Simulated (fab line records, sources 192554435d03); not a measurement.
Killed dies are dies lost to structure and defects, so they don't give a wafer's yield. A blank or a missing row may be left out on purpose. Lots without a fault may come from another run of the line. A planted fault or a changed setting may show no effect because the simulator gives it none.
fab line records | flow n5_finfet
record lots=24 wafers=72 last_day=17
route steps=1938 shown BEOL_M4@1086 BEOL_M5@1114
lots that met no fault: from a run of the same line without faults
start_h: hours from the record's first day to the start of the lot's first wafer shown | wait_h: hours since the lot's step before | " the same as in the row above | L1.1+2: a row that stands for several wafers | - no value, or no start given | * or withheld: withheld | < > ~ a bound
route shown NAME@n: a module of which the file shows steps, and the number in the route of the first | usual: mean/standard deviation of fault-free wafers | same: alike in all rows | chamber/n: place in a boat | sites: the reading at each site | _std_site: their standard deviation | _edge_site: outer sites' mean less inner sites' | radius_mm: how far each site lies from the wafer's centre | mask NAME#n: copy n | behind: the tool/chamber that last shaped the wafer | hold: why the lot was held/for how many hours/how that ended | device: the transistor (n, p or np) that didn't switch | end of line: the same wafers' tests at the end of the route | a step without rows: its recipe alone | killed: dies lost to structure and defects at the first sort, not the wafer's yield | map: a wafer's dies, x killed, . not, _ none there
set.NAME: the setting as run; set.NAME@STEP: as run at that earlier step | model.NAME: the simulator's own value behind a step, which no gauge read
steps of the route over a sample of lots; a table a step, a row a wafer
services: from which hour (start_h, from the record's first day; less than 0 if before it) a tool's chamber was out of use, for how many hours, and why
## steps
# step N5_BEOL_M4_SPUTTER_79
# recipe material=Cu target_thk_a=45 temp_c=-20 chamber_pressure_pa=0.07 power_w=withheld time_s=8.29
# usual throttle_valve_pct=29.9/0.89
# columns lot.wafer tool chamber start_h wait_h throttle_valve_pct
L074.1 pvd_sputter-01 - 159.84 0.1 29.9
L074.2 " - " " 30.8
L074.3 " - " " 30.9
L075.2 pvd_sputter-03 - 169.04 0.1 30.4
L075.3 " - " " 30.3
L075.6 " - " " 30.8
L076.2 pvd_sputter-02 - 176.90 0.1 31.2
L076.5 " - " " 30.9
L076.6 " - " " 28.8
L077.1 pvd_sputter-01 - 177.29 0.1 30.5
L077.2 " - " " 31.1
L077.5 " - " " 29.7
L078.2 pvd_sputter-03 - 182.71 0.1 30.0
L078.4 " - " " 30.4
L078.6 " - " " 29.9
L079.1 pvd_sputter-01 - 189.44 0.1 31.0
L079.2 " - " " 30.5
L079.4 " - " " 28.1
L080.2 pvd_sputter-03 - 192.76 0.1 30.8
L080.3 " - " " 29.2
L080.6 " - " " 30.0
L082.2 pvd_sputter-03 - 206.19 0.1 29.9
L082.3 " - " " 29.2
L082.6 " - " " 30.3
L081.1 pvd_sputter-02 - 209.89 0.1 29.0
L081.3 " - " " 31.2
L081.6 " - " " 28.7
L083.3 pvd_sputter-01 - 215.80 0.1 31.1
L083.4 " - " " 30.8
L083.5 " - " " 29.9
L084.1 pvd_sputter-03 - 220.87 0.1 30.1
L084.2 " - " " 30.5
L084.4 " - " " 29.8
L086.2 pvd_sputter-01 - 224.37 0.1 30.6
L086.3 " - " " 29.7
L086.4 " - " " 30.9
L087.4 pvd_sputter-01 - 239.58 0.1 30.8
L087.5 " - " " 30.0
L087.6 " - " " 28.2
L085.1 pvd_sputter-03 - 239.73 0.1 29.1
L085.4 " - " " 30.6
L085.5 " - " " 30.8
L088.2 pvd_sputter-02 - 240.01 0.1 30.1
L088.4 " - " " 28.5
L088.6 " - " " 28.7
L089.2 pvd_sputter-03 - 244.93 0.1 29.1
L089.3 " - " " 30.2
L089.6 " - " " 30.9
L090.4 pvd_sputter-02 - 264.81 0.1 31.4
L090.5 " - " " 28.9
L090.6 " - " " 30.0
L091.1 pvd_sputter-03 - 269.71 0.1 30.4
L091.4 " - " " 30.6
L091.5 " - " " 29.8
L092.1 pvd_sputter-02 - 272.37 0.1 31.3
L092.2 " - " " 30.2
L092.4 " - " " 28.8
L093.1 pvd_sputter-03 - 276.90 0.1 30.3
L093.3 " - " " 30.8
L093.4 " - " " 29.0
L094.4 pvd_sputter-01 - 280.25 0.1 29.7
L094.5 " - " " 29.9
L094.6 " - " " 30.5
L095.2 pvd_sputter-03 - 288.15 0.1 30.7
L095.3 " - " " 29.3
L095.5 " - " " 30.6
L096.1 pvd_sputter-03 - 297.15 0.1 30.1
L096.2 " - " " 30.8
L096.3 " - " " 30.1
L097.3 pvd_sputter-01 - 297.31 0.1 30.4
L097.4 " - " " 31.0
L097.6 " - " " 28.0
# step N5_BEOL_M4_ANNEAL_82
# recipe temp_c=400 time_s=240 ambient=vacuum
# usual heater_power_w=806/86
# columns lot.wafer tool chamber start_h wait_h heater_power_w
L074.1 pvd_sputter-01 - 160.14 0.0 919
L074.2 " - " " 725
L074.3 " - " " 939
L075.2 pvd_sputter-03 - 169.34 0.0 751
L075.3 " - " " 809
L075.6 " - " " 747
L076.2 pvd_sputter-02 - 177.20 0.0 829
L076.5 " - " " 843
L076.6 " - " " 810
L077.1 pvd_sputter-01 - 177.59 0.0 751
L077.2 " - " " 909
L077.5 " - " " 935
L078.2 pvd_sputter-03 - 183.01 0.0 813
L078.4 " - " " 626
L078.6 " - " " 820
L079.1 pvd_sputter-01 - 189.74 0.0 897
L079.2 " - " " 770
L079.4 " - " " 770
L080.2 pvd_sputter-03 - 193.06 0.0 744
L080.3 " - " " 874
L080.6 " - " " 819
L082.2 pvd_sputter-03 - 206.49 0.0 641
L082.3 " - " " 871
L082.6 " - " " 645
L081.1 pvd_sputter-02 - 210.19 0.0 833
L081.3 " - " " 848
L081.6 " - " " 776
L083.3 pvd_sputter-01 - 216.10 0.0 912
L083.4 " - " " 753
L083.5 " - " " 949
L084.1 pvd_sputter-03 - 221.17 0.0 635
L084.2 " - " " 747
L084.4 " - " " 803
L086.2 pvd_sputter-01 - 224.67 0.0 777
L086.3 " - " " 900
L086.4 " - " " 903
L087.4 pvd_sputter-01 - 239.88 0.0 914
L087.5 " - " " 930
L087.6 " - " " 796
L085.1 pvd_sputter-03 - 240.03 0.0 869
L085.4 " - " " 746
L085.5 " - " " 755
L088.2 pvd_sputter-02 - 240.31 0.0 879
L088.4 " - " " 765
L088.6 " - " " 819
L089.2 pvd_sputter-03 - 245.23 0.0 882
L089.3 " - " " 828
L089.6 " - " " 730
L090.4 pvd_sputter-02 - 265.11 0.0 855
L090.5 " - " " 796
L090.6 " - " " 886
L091.1 pvd_sputter-03 - 270.01 0.0 637
L091.4 " - " " 757
L091.5 " - " " 810
L092.1 pvd_sputter-02 - 272.67 0.0 822
L092.2 " - " " 877
L092.4 " - " " 848
L093.1 pvd_sputter-03 - 277.20 0.0 647
L093.3 " - " " 745
L093.4 " - " " 905
L094.4 pvd_sputter-01 - 280.55 0.0 920
L094.5 " - " " 917
L094.6 " - " " 740
L095.2 pvd_sputter-03 - 288.45 0.0 733
L095.3 " - " " 857
L095.5 " - " " 732
L096.1 pvd_sputter-03 - 297.45 0.0 809
L096.2 " - " " 753
L096.3 " - " " 655
L097.3 pvd_sputter-01 - 297.61 0.0 735
L097.4 " - " " 924
L097.6 " - " " 774
# step N5_BEOL_M4_ANNEAL_95
# recipe temp_c=400 time_s=240 ambient=vacuum
# usual heater_power_w=807/86
# columns lot.wafer tool chamber start_h wait_h heater_power_w
L074.1 pvd_sputter-01 - 161.24 0.0 950
L074.2 " - " " 749
L074.3 " - " " 882
L075.2 pvd_sputter-03 - 170.44 0.0 733
L075.3 " - " " 828
L075.6 " - " " 768
L076.2 pvd_sputter-02 - 178.30 0.0 820
L076.5 " - " " 817
L076.6 " - " " 797
L077.1 pvd_sputter-01 - 178.69 0.0 746
L077.2 " - " " 921
L077.5 " - " " 912
L078.2 pvd_sputter-03 - 184.11 0.0 804
L078.4 " - " " 625
L078.6 " - " " 836
L079.1 pvd_sputter-01 - 190.84 0.0 904
L079.2 " - " " 759
L079.4 " - " " 765
L080.2 pvd_sputter-03 - 194.16 0.0 751
L080.3 " - " " 908
L080.6 " - " " 817
L082.2 pvd_sputter-03 - 207.59 0.0 640
L082.3 " - " " 874
L082.6 " - " " 628
L081.1 pvd_sputter-02 - 211.29 0.0 799
L081.3 " - " " 818
L081.6 " - " " 756
L083.3 pvd_sputter-01 - 217.20 0.0 863
L083.4 " - " " 761
L083.5 " - " " 928
L084.1 pvd_sputter-03 - 222.27 0.0 651
L084.2 " - " " 754
L084.4 " - " " 819
L086.2 pvd_sputter-01 - 225.77 0.0 775
L086.3 " - " " 964
L086.4 " - " " 908
L087.4 pvd_sputter-01 - 240.98 0.0 887
L087.5 " - " " 914
L087.6 " - " " 779
L085.1 pvd_sputter-03 - 241.13 0.0 896
L085.4 " - " " 732
L085.5 " - " " 749
L088.2 pvd_sputter-02 - 241.41 0.0 859
L088.4 " - " " 753
L088.6 " - " " 805
L089.2 pvd_sputter-03 - 246.33 0.0 880
L089.3 " - " " 805
L089.6 " - " " 737
L090.4 pvd_sputter-02 - 266.21 0.0 853
L090.5 " - " " 801
L090.6 " - " " 900
L091.1 pvd_sputter-03 - 271.11 0.0 663
L091.4 " - " " 764
L091.5 " - " " 832
L092.1 pvd_sputter-02 - 273.77 0.0 816
L092.2 " - " " 901
L092.4 " - " " 804
L093.1 pvd_sputter-03 - 278.30 0.0 653
L093.3 " - " " 740
L093.4 " - " " 905
L094.4 pvd_sputter-01 - 281.65 0.0 926
L094.5 " - " " 944
L094.6 " - " " 756
L095.2 pvd_sputter-03 - 289.55 0.0 732
L095.3 " - " " 873
L095.5 " - " " 747
L096.1 pvd_sputter-03 - 298.55 0.0 810
L096.2 " - " " 740
L096.3 " - " " 655
L097.3 pvd_sputter-01 - 298.71 0.0 754
L097.4 " - " " 878
L097.6 " - " " 789
# step N5_BEOL_M5_THK_MEAS_01
# recipe reads=SiCOH_lowk_of_BEOL_M5_ILD_DEP_00
# usual M5_ILD_THK=120.9/1.6
# columns lot.wafer tool chamber start_h wait_h M5_ILD_THK[nm]
L074.1 film_metro-02 - 164.51 0.8 121.0
L074.2 " - " " 120.3
L074.3 " - " " 119.6
L075.2 film_metro-02 - 173.70 0.7 120.9
L075.3 " - " " 120.8
L075.6 " - " " 121.4
L076.2 film_metro-01 - 181.10 0.4 118.3
L076.5 " - " " 120.3
L076.6 " - " " 120.4
L077.1 film_metro-01 - 182.68 0.4 120.3
L077.2 " - " " 121.4
L077.5 " - " " 122.8
L078.2 film_metro-02 - 187.60 0.4 119.3
L078.4 " - " " 121.6
L078.6 " - " " 120.3
L079.1 film_metro-01 - 193.61 0.4 118.1
L079.2 " - " " 119.4
L079.4 " - " " 121.0
L080.2 film_metro-01 - 197.60 0.4 117.5
L080.3 " - " " 119.7
L080.6 " - " " 120.4
L082.2 film_metro-01 - 210.51 0.4 120.5
L082.3 " - " " 122.0
L082.6 " - " " 122.3
L081.1 film_metro-01 - 214.12 0.4 118.5
L081.3 " - " " 121.0
L081.6 " - " " 121.3
L083.3 film_metro-01 - 220.02 0.3 122.0
L083.4 " - " " 122.1
L083.5 " - " " 125.1
L084.1 film_metro-02 - 225.24 0.4 119.0
L084.2 " - " " 118.0
L084.4 " - " " 121.1
L086.2 film_metro-02 - 228.57 0.4 120.1
L086.3 " - " " 120.5
L086.4 " - " " 121.1
L087.4 film_metro-02 - 243.80 0.2 123.4
L087.5 " - " " 121.9
L087.6 " - " " 121.0
L085.1 film_metro-02 - 244.28 0.4 120.6
L085.4 " - " " 120.9
L085.5 " - " " 120.9
L088.2 film_metro-02 - 245.36 0.4 119.5
L088.4 " - " " 120.6
L088.6 " - " " 121.6
L089.2 film_metro-02 - 249.14 0.4 119.0
L089.3 " - " " 120.2
L089.6 " - " " 120.7
L090.4 film_metro-02 - 269.20 0.2 121.4
L090.5 " - " " 123.7
L090.6 " - " " 123.9
L091.1 film_metro-02 - 273.91 0.4 119.9
L091.4 " - " " 120.3
L091.5 " - " " 121.8
L092.1 film_metro-01 - 278.25 2.1 120.8
L092.2 " - " " 119.6
L092.4 " - " " 120.5
L093.1 film_metro-02 - 281.21 0.4 119.6
L093.3 " - " " 120.4
L093.4 " - " " 123.1
L094.4 film_metro-02 - 284.42 0.2 121.9
L094.5 " - " " 122.4
L094.6 " - " " 124.2
L095.2 film_metro-02 - 293.77 1.3 122.9
L095.3 " - " " 123.6
L095.5 " - " " 123.7
L096.1 film_metro-01 - 301.33 0.4 118.9
L096.2 " - " " 121.9
L096.3 " - " " 121.0
L097.3 film_metro-02 - 301.50 0.3 123.2
L097.4 " - " " 123.4
L097.6 " - " " 121.4
# step N5_BEOL_M5_HM_DEP_02
# recipe material=TiN target_thk_a=200 temp_c=25 chamber_pressure_pa=0.49996
# usual throttle_valve_pct=29.9/1
# columns lot.wafer tool chamber start_h wait_h throttle_valve_pct
L074.1 pvd_sputter-03 - 166.74 2.2 30.0
L074.2 " - " " 30.2
L074.3 " - " " 29.4
L075.2 pvd_sputter-02 - 174.44 0.7 31.4
L075.3 " - " " 30.2
L075.6 " - " " 28.7
L076.2 pvd_sputter-01 - 183.49 2.3 30.6
L076.5 " - " " 30.2
L076.6 " - " " 30.5
L077.1 pvd_sputter-01 - 183.95 1.2 30.7
L077.2 " - " " 29.7
L077.5 " - " " 29.7
L078.2 pvd_sputter-01 - 188.42 0.8 30.7
L078.4 " - " " 28.0
L078.6 " - " " 30.1
L079.1 pvd_sputter-03 - 194.64 1.0 30.0
L079.2 " - " " 29.8
L079.4 " - " " 29.3
L080.2 pvd_sputter-01 - 198.62 1.0 30.7
L080.3 " - " " 29.7
L080.6 " - " " 28.2
L082.2 pvd_sputter-01 - 211.95 1.4 27.9
L082.3 " - " " 30.8
L082.6 " - " " 30.5
L081.1 pvd_sputter-01 - 214.21 0.0 31.0
L081.3 " - " " 29.9
L081.6 " - " " 30.8
L083.3 pvd_sputter-02 - 220.65 0.6 29.0
L083.4 " - " " 31.3
L083.5 " - " " 28.7
L084.1 pvd_sputter-01 - 226.15 0.9 27.8
L084.2 " - " " 30.9
L084.4 " - " " 30.6
L086.2 pvd_sputter-02 - 229.54 0.9 30.3
L086.3 " - " " 28.7
L086.4 " - " " 31.1
L087.4 pvd_sputter-02 - 244.17 0.3 28.8
L087.5 " - " " 29.0
L087.6 " - " " 30.2
L085.1 pvd_sputter-02 - 244.73 0.4 30.1
L085.4 " - " " 31.1
L085.5 " - " " 30.9
L088.2 pvd_sputter-03 - 246.87 1.5 29.9
L088.4 " - " " 29.5
L088.6 " - " " 30.0
L089.2 pvd_sputter-01 - 249.23 0.0 29.7
L089.3 " - " " 31.2
L089.6 " - " " 30.8
L090.4 pvd_sputter-03 - 269.30 0.0 30.2
L090.5 " - " " 30.2
L090.6 " - " " 30.2
L091.1 pvd_sputter-03 - 274.68 0.7 29.3
L091.4 " - " " 30.3
L091.5 " - " " 30.1
L092.1 pvd_sputter-03 - 280.36 2.1 30.2
L092.2 " - " " 30.0
L092.4 " - " " 30.5
L093.1 pvd_sputter-01 - 281.97 0.7 27.9
L093.3 " - " " 30.5
L093.4 " - " " 29.9
L094.4 pvd_sputter-01 - 285.43 0.9 30.9
L094.5 " - " " 27.9
L094.6 " - " " 29.9
L095.2 pvd_sputter-02 - 294.25 0.4 31.3
L095.3 " - " " 28.3
L095.5 " - " " 31.3
L096.1 pvd_sputter-01 - 303.23 1.8 31.4
L096.2 " - " " 27.9
L096.3 " - " " 30.8
L097.3 pvd_sputter-01 - 303.33 1.8 30.4
L097.4 " - " " 28.0
L097.6 " - " " 30.8
# step N5_BEOL_M5_CD_MEAS_11
# recipe target_cd_nm=27.74 landing_energy_ev=500 detector=se_inlens
# usual cd_nm=27.91/0.27
# columns lot.wafer tool chamber start_h wait_h cd_nm
L074.1 cd_sem-02 0 167.13 - 27.94
L074.2 " 0 " " 27.88
L074.3 " 0 " " 27.81
L075.2 cd_sem-03 0 174.83 - 27.69
L075.3 " 0 " " 27.70
L075.6 " 0 " " 27.66
L076.2 cd_sem-01 0 184.01 - 27.99
L076.5 " 0 " " 27.79
L076.6 " 0 " " 27.48
L077.1 cd_sem-02 0 184.34 - 27.67
L077.2 " 0 " " 28.06
L077.5 " 0 " " 27.61
L078.2 cd_sem-02 0 188.81 - 28.45
L078.4 " 0 " " 28.25
L078.6 " 0 " " 28.49
L079.1 cd_sem-01 0 195.16 - 27.42
L079.2 " 0 " " 27.64
L079.4 " 0 " " 28.02
L080.2 cd_sem-02 0 199.14 - 27.81
L080.3 " 0 " " 28.37
L080.6 " 0 " " 27.99
L082.2 cd_sem-02 0 212.47 - 27.77
L082.3 " 0 " " 27.67
L082.6 " 0 " " 27.84
L081.1 cd_sem-03 0 214.60 - 27.93
L081.3 " 0 " " 27.85
L081.6 " 0 " " 28.01
L083.3 cd_sem-01 0 221.05 - 27.76
L083.4 " 0 " " 27.82
L083.5 " 0 " " 28.13
L084.1 cd_sem-02 0 226.54 - 27.97
L084.2 " 0 " " 27.82
L084.4 " 0 " " 28.29
L086.2 cd_sem-01 0 229.93 - 27.86
L086.3 " 0 " " 28.42
L086.4 " 0 " " 27.81
L087.4 cd_sem-02 0 244.56 - 27.92
L087.5 " 0 " " 28.23
L087.6 " 0 " " 27.97
L085.1 cd_sem-01 0 245.12 - 28.29
L085.4 " 0 " " 28.54
L085.5 " 0 " " 27.97
L088.2 cd_sem-01 0 250.59 - 27.85
L088.4 " 0 " " 27.96
L088.6 " 0 " " 27.75
L089.2 cd_sem-03 0 250.80 - 27.94
L089.3 " 0 " " 27.81
L089.6 " 0 " " 28.39
L090.4 cd_sem-02 0 269.70 - 28.53
L090.5 " 0 " " 28.13
L090.6 " 0 " " 27.60
L091.1 cd_sem-03 0 275.21 - 28.08
L091.4 " 0 " " 27.45
L091.5 " 0 " " 28.14
L092.1 cd_sem-02 0 280.77 - 27.56
L092.2 " 0 " " 27.71
L092.4 " 0 " " 28.07
L093.1 cd_sem-02 0 282.49 - 27.85
L093.3 " 0 " " 27.53
L093.4 " 0 " " 28.04
L094.4 cd_sem-01 0 285.82 - 27.74
L094.5 " 0 " " 27.55
L094.6 " 0 " " 27.38
L095.2 cd_sem-02 0 294.77 - 27.71
L095.3 " 0 " " 28.14
L095.5 " 0 " " 27.87
L096.1 cd_sem-01 0 303.63 - 28.19
L096.2 " 0 " " 28.23
L096.3 " 0 " " 28.43
L097.3 cd_sem-02 0 303.85 - 27.53
L097.4 " 0 " " 27.93
L097.6 " 0 " " 27.57
## services
# columns tool chamber start_h hours kind
pvd_sputter-01 - 161.78 0.8 repair
## key
fault none
